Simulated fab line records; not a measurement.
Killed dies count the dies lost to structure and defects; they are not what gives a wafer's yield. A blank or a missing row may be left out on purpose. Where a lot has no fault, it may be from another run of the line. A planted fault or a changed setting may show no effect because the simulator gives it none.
Matching of chambers :: flow n5Finfet :: N5_BEOL_M2_ETCH_74 on rieDiel-05 has 4 sister chambers
The step etches underlayer in N2/H2, target depth 6.5 nm, time 5.2 s. 7 wafers are shown with their chamber, then 7 later ones without.

## WAFERS, EACH WITH ITS CHAMBER
wafer: L479.4
chamber: 1
showerheadPlenumPTorr (Torr): 2.51
throttleValvePct (%): 18.23

wafer: L485.2
chamber: 3
showerheadPlenumPTorr (Torr): 2.50
throttleValvePct (%): 17.58

wafer: L488.1
chamber: 2
showerheadPlenumPTorr (Torr): 2.62
throttleValvePct (%): 17.41

wafer: L488.2
chamber: 0
showerheadPlenumPTorr (Torr): 2.71
throttleValvePct (%): 17.80

wafer: L488.6
chamber: 3
showerheadPlenumPTorr (Torr): 2.50
throttleValvePct (%): 17.58

wafer: L490.1
chamber: 2
showerheadPlenumPTorr (Torr): 2.62
throttleValvePct (%): 17.45

wafer: L490.3
chamber: 0
showerheadPlenumPTorr (Torr): 2.70
throttleValvePct (%): 17.84

## WAFERS WITH NO CHAMBER GIVEN
wafer: L490.5
showerheadPlenumPTorr (Torr): 2.51
throttleValvePct (%): 17.80

wafer: L496.2
showerheadPlenumPTorr (Torr): 2.61
throttleValvePct (%): 17.45

wafer: L496.3
showerheadPlenumPTorr (Torr): 2.70
throttleValvePct (%): 17.86

wafer: L496.6
showerheadPlenumPTorr (Torr): 2.49
throttleValvePct (%): 17.63

wafer: L497.2
showerheadPlenumPTorr (Torr): 2.61
throttleValvePct (%): 17.43

wafer: L497.3
showerheadPlenumPTorr (Torr): 2.70
throttleValvePct (%): 17.86

wafer: L497.4
showerheadPlenumPTorr (Torr): 2.49
throttleValvePct (%): 17.63

## WHICH CHAMBER EACH WENT THROUGH
wafer: L490.5
from the rows above: 3
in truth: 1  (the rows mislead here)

wafer: L496.2
from the rows above: 2
in truth: 2

wafer: L496.3
from the rows above: 0
in truth: 0

wafer: L496.6
from the rows above: 3
in truth: 3

wafer: L497.2
from the rows above: 2
in truth: 2

wafer: L497.3
from the rows above: 0
in truth: 0

wafer: L497.4
from the rows above: 3
in truth: 3
6 of 7 placed correctly. Number that these rows cannot place: 0. Placed wrongly: 1.
How it was worked out, from the rows above alone: a wafer's distance from a chamber is the root of the sum, over the readings, of the square of ((its reading less the chamber's mean) divided by the reading's scatter). The wafer belongs to the nearest chamber; if the next one is less than 2 further off, it can't be placed. For every chamber, the mean is computed from those of its wafers that are shown. How the scatter is found: for the shown wafers, subtract from each reading the mean of its chamber, square and add these, divide the total by (wafers less chambers), then take the root.
